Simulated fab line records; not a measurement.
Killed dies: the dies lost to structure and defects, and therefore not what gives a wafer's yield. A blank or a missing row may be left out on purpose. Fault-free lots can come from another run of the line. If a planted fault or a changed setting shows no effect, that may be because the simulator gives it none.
fab line records	flow n5_finfet
[record] lots = 7	wafers = 39
route steps=1938 shown GATE_CUT@484
start_h: the number of hours between the record's first day and the start of the first shown wafer of the lot	wait_h: hours elapsed since this lot's preceding step	" same as the row above	L1.1+2: a row that stands for several wafers	- no value, or no start was given	* or withheld: withheld	< > ~ a bound
route shown NAME@n: a module of which the file shows steps, and the number in the route of the first	usual: mean and standard deviation over wafers with no fault	same: alike in all rows	chamber/n: place in a boat	sites: readings site by site	_std_site: the standard deviation of these	_edge_site: outer sites' mean less inner sites'	radius_mm: for every site, how far away it sits from the centre of the wafer	mask NAME#n: copy n	behind: the last tool/chamber to shape the wafer	hold: cause of the lot's hold/its duration in hours/its outcome	device: the n, p or np transistor that did not switch	end of line: the route-end tests of the same wafers	a step with no rows: only its recipe	killed: dies lost to structure and defects at the first sort, not the wafer's yield	map: the dies of a wafer, with x for killed, . for not killed, _ for no die there
set.NAME: the setting that was run; set.NAME@STEP: the one run at that earlier step	model.NAME: the simulator's own value behind a step, which no gauge read
lots run with intentionally changed settings; tables by step, rows by wafer
[[steps]]
[step N5_GATE_CUT_EXPOSE_10]
[recipe] mask_id = GATE_CUT	na = 0.33	source_shape = annular	sigma_inner = 0.35	sigma_outer = 0.8	polarization = unpolarized	target_cd_nm = 20	dose_mj = 43.25
lot.wafer	tool	chamber	start_h	wait_h	mask	set.dose_mj
L074.2+3+4	euv_scanner-02	0	84.62	-	GATE_CUT#0	43.25
L075.1+2+3	euv_scanner-01	0	94.87	-	GATE_CUT#0	43.25
L075.4+5+6	"	0	"	"	GATE_CUT#0	45.03
L085.1+2+3+4+5+6	euv_scanner-02	0	151.63	-	GATE_CUT#0	43.25
L087.1+5+6	euv_scanner-01	0	162.96	-	GATE_CUT#0	45.39
L087.2+3+4	"	0	"	"	GATE_CUT#0	43.25
L093.1+2+6	euv_scanner-01	0	195.81	-	GATE_CUT#0	45.67
L093.3+4+5	"	0	"	"	GATE_CUT#0	43.25
L096.1+2+5	euv_scanner-01	0	217.49	-	GATE_CUT#0	43.25
L096.3+4+6	"	0	"	"	GATE_CUT#0	44.36
L097.1+5+6	euv_scanner-01	0	226.81	-	GATE_CUT#0	46.42
L097.2+3+4	"	0	"	"	GATE_CUT#0	43.25
[step N5_GATE_CUT_PEB_11]
[recipe] peb_temp_c = 100	peb_time_s = 60	resist = CAR-EUV
[step N5_GATE_CUT_DEVELOP_12]
[recipe] develop_time_s = 30	developer = TMAH	resist = CAR-EUV	rinse_liquid = surfactant_rinse	dry = air_spin	dev_temp_c = 23
[step N5_GATE_CUT_CD_MEAS_13]
[recipe] target_cd_nm = 20	landing_energy_ev = 500	detector = se_inlens
[usual] cd_nm = 20.03/0.23
lot.wafer	tool	chamber	start_h	wait_h	set.dose_mj@GATE_CUT_EXPOSE_10	cd_nm
L074.2	cd_sem-02	0	84.75	-	43.25	20.02
L074.3	"	0	"	"	43.25	20.11
L074.4	"	0	"	"	43.25	19.82
L075.1	cd_sem-01	0	95.00	-	43.25	19.74
L075.2	"	0	"	"	43.25	19.85
L075.3	"	0	"	"	43.25	19.94
L075.4	"	0	"	"	45.03	20.62
L075.5	"	0	"	"	45.03	21.26
L075.6	"	0	"	"	45.03	20.92
L085.1	cd_sem-03	0	151.76	-	43.25	19.73
L085.2	"	0	"	"	43.25	19.67
L085.3	"	0	"	"	43.25	19.97
L085.4	"	0	"	"	43.25	19.46
L085.5	"	0	"	"	43.25	20.10
L085.6	"	0	"	"	43.25	19.70
L087.1	cd_sem-01	0	163.10	-	45.39	21.16
L087.2	"	0	"	"	43.25	19.86
L087.3	"	0	"	"	43.25	20.26
L087.4	"	0	"	"	43.25	20.21
L087.5	"	0	"	"	45.39	20.64
L087.6	"	0	"	"	45.39	21.26
L093.1	cd_sem-02	0	195.95	-	45.67	20.99
L093.2	"	0	"	"	45.67	21.38
L093.3	"	0	"	"	43.25	19.80
L093.4	"	0	"	"	43.25	19.85
L093.5	"	0	"	"	43.25	19.90
L093.6	"	0	"	"	45.67	21.16
L096.1	cd_sem-01	0	217.63	-	43.25	20.11
L096.2	"	0	"	"	43.25	19.93
L096.3	"	0	"	"	44.36	20.36
L096.4	"	0	"	"	44.36	20.85
L096.5	"	0	"	"	43.25	20.09
L096.6	"	0	"	"	44.36	20.83
L097.1	cd_sem-01	0	226.94	-	46.42	21.70
L097.2	"	0	"	"	43.25	20.31
L097.3	"	0	"	"	43.25	19.84
L097.4	"	0	"	"	43.25	19.95
L097.5	"	0	"	"	46.42	21.55
L097.6	"	0	"	"	46.42	21.77
[step N5_GATE_CUT_DESCUM_18]
[recipe] chemistry = O2	time_s = 7	source_power_w = 50	bias_power_w = 20	pressure_mtorr = 20	rf_frequency_hz = 2.712e+07	temp_c = 40	resist = CAR-EUV	o2_flow_sccm = 225
lot.wafer	tool	chamber	start_h	wait_h	set.dose_mj@GATE_CUT_EXPOSE_10	model.GATE_CUT.cd_nm
L074.2+4	rie_diel-03	2,0	84.87	0.0	43.25	19.8
L074.3	"	1	"	"	43.25	20
L075.1+2	rie_diel-01	2,0	95.28	0.2	43.25	20
L075.3	"	1	"	"	43.25	19.8
L075.4	"	0	"	"	45.03	20.6
L075.5+6	"	2,1	"	"	45.03	20.8
L085.1	rie_diel-01	0	151.88	0.0	43.25	20
L085.2+3+4+5+6	"	2,1,3,3,0	"	"	43.25	19.8
L087.1	rie_diel-06	2	163.28	0.1	45.39	21.2
L087.2+3+4	"	3,0,1	"	"	43.25	20
L087.5+6	"	0,1	"	"	45.39	21
L093.1+2	rie_diel-01	3,2	196.40	0.4	45.67	21
L093.3+5	"	0,1	"	"	43.25	19.8
L093.4	"	1	"	"	43.25	20
L093.6	"	2	"	"	45.67	21.2
L096.1+2+5	rie_diel-03	2,1,3	217.75	0.0	43.25	20.2
L096.3	"	0	"	"	44.36	20.6
L096.4+6	"	3,0	"	"	44.36	20.8
L097.1+6	rie_diel-06	3,2	227.11	0.1	46.42	21.6
L097.2+3	"	0,2	"	"	43.25	20.2
L097.4	"	1	"	"	43.25	20
L097.5	"	3	"	"	46.42	21.8
[step N5_GATE_CUT_ETCH_28]
[recipe] chemistry = N2/H2	target = underlayer	target_depth_a = 130	mask_material = CAR-EUV	time_s = 10.4	ion_energy_ev = 200	pressure_mtorr = 30	source_w = 840	bias_w = 150	n2_flow_sccm = 200	h2_flow_sccm = 200	ends = cleared
lot.wafer	tool	chamber	start_h	wait_h	set.dose_mj@GATE_CUT_EXPOSE_10	model.GATE_CUT.cd_nm
L074.2+4	rie_diel-03	2,0	84.91	0.0	43.25	19.8
L074.3	"	1	"	"	43.25	20
L075.1+2+3	rie_diel-01	2,0,1	95.32	0.0	43.25	20
L075.4	"	0	"	"	45.03	20.8
L075.5+6	"	2,1	"	"	45.03	21
L085.1+2+3+4+6	rie_diel-01	0,2,1,3,0	151.92	0.0	43.25	19.8
L085.5	"	3	"	"	43.25	19.6
L087.1+5+6	rie_diel-06	2,0,1	163.31	0.0	45.39	21
L087.2	"	3	"	"	43.25	20
L087.3+4	"	0,1	"	"	43.25	19.8
L093.1	rie_diel-01	3	196.43	0.0	45.67	21
L093.2+6	"	2	"	"	45.67	21.2
L093.3+5	"	0,1	"	"	43.25	19.8
L093.4	"	1	"	"	43.25	20
L096.1+2+5	rie_diel-03	2,1,3	217.78	0.0	43.25	20.2
L096.3	"	0	"	"	44.36	20.6
L096.4+6	"	3,0	"	"	44.36	20.8
L097.1+5	rie_diel-06	3	227.14	0.0	46.42	21.8
L097.2+3	"	0,2	"	"	43.25	20.2
L097.4	"	1	"	"	43.25	20
L097.6	"	2	"	"	46.42	21.6
[step N5_GATE_CUT_ETCH_36]
[recipe] chemistry = CF4	target = SiARC	target_depth_a = 130	mask_material = CAR-EUV	time_s = 21.7	ion_energy_ev = 80	pressure_mtorr = 40	source_w = 545	bias_w = 36	Ar_flow_sccm = 100	cf4_flow_sccm = 100	ends = cleared
[step N5_GATE_CUT_ETCH_37]
[recipe] chemistry = N2/H2	target = SOC	target_depth_a = 600	overetch_a = 120	mask_material = SiARC	temp_c = 40	time_s = 90	ion_energy_ev = 200	pressure_mtorr = 30	source_w = 840	bias_w = 150	n2_flow_sccm = 200	h2_flow_sccm = 200
[step N5_GATE_CUT_CUT_ETCH_54]
[recipe] chemistry = Cl2/BCl3	target = TiN	mask_material = SiO2	target_depth_a = 967	pressure_mtorr = 10	icp_w = 1000	bias_w = 126	Cl2_flow_sccm = 53.25	bcl3_flow_sccm = 21.75	Ar_flow_sccm = 25	ends = cleared
[step N5_GATE_CUT_CUT_ETCH_55]
[recipe] chemistry = BCl3	target = HfO2	mask_material = SiO2	target_depth_a = 32	ion_energy_ev = 30	pressure_mtorr = 5	icp_w = 450	bias_w = 18	bcl3_flow_sccm = 80
[step N5_GATE_CUT_ETCH_47]
[recipe] chemistry = Cl2/BCl3	target = SiO2	target_depth_a = 100	pressure_mtorr = 10	icp_w = 1000	bias_w = 126	Cl2_flow_sccm = 53.25	bcl3_flow_sccm = 21.75	Ar_flow_sccm = 25
lot.wafer	tool	chamber	start_h	wait_h	set.dose_mj@GATE_CUT_EXPOSE_10	model.GATE_CUT.cd_nm
L074.2	rie_metal-03	1	85.42	0.0	43.25	19.8
L074.3+4	"	1,0	"	"	43.25	20
L075.1	rie_metal-03	1	95.83	0.0	43.25	20.2
L075.2	"	0	"	"	43.25	19.4
L075.3	"	0	"	"	43.25	20
L075.4+6	"	1,0	"	"	45.03	20.8
L075.5	"	1	"	"	45.03	21.4
L085.1+2+4	rie_metal-01	0,1,0	152.43	0.0	43.25	20
L085.3	"	1	"	"	43.25	20.4
L085.5+6	"	1,0	"	"	43.25	19.8
L087.1	rie_metal-02	1	163.82	0.0	45.39	20.8
L087.2	"	0	"	"	43.25	20
L087.3	"	1	"	"	43.25	19.6
L087.4	"	0	"	"	43.25	19.8
L087.5	"	1	"	"	45.39	21
L087.6	"	0	"	"	45.39	21.2
L093.1+6	rie_metal-03	1,0	196.94	0.0	45.67	21.2
L093.2	"	0	"	"	45.67	21
L093.3	"	0	"	"	43.25	19.8
L093.4	"	1	"	"	43.25	20.4
L093.5	"	1	"	"	43.25	20.2
L096.1	rie_metal-01	1	218.29	0.0	43.25	20.2
L096.2	"	0	"	"	43.25	19.8
L096.3+6	"	0	"	"	44.36	20.6
L096.4	"	1	"	"	44.36	21
L096.5	"	1	"	"	43.25	20.4
L097.1+5	rie_metal-02	0	227.80	0.1	46.42	22
L097.2	"	0	"	"	43.25	20.4
L097.3	"	0	"	"	43.25	20
L097.4	"	0	"	"	43.25	20.2
L097.6	"	0	"	"	46.42	21.8
[[key]]
[split] step = N5_GATE_CUT_EXPOSE_10	setting = dose_mj	stated = 43.25	by = wafer
[response] step = N5_GATE_CUT_CD_MEAS_13	reading = cd_nm	change = +0.226	per = 1%	r = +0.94
[response] step = N5_GATE_CUT_DESCUM_18	reading = model.GATE_CUT.cd_nm	change = +0.21	per = 1%	r = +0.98
[response] step = N5_GATE_CUT_ETCH_28	reading = model.GATE_CUT.cd_nm	change = +0.223	per = 1%	r = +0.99
[response] step = N5_GATE_CUT_ETCH_47	reading = model.GATE_CUT.cd_nm	change = +0.229	per = 1%	r = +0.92
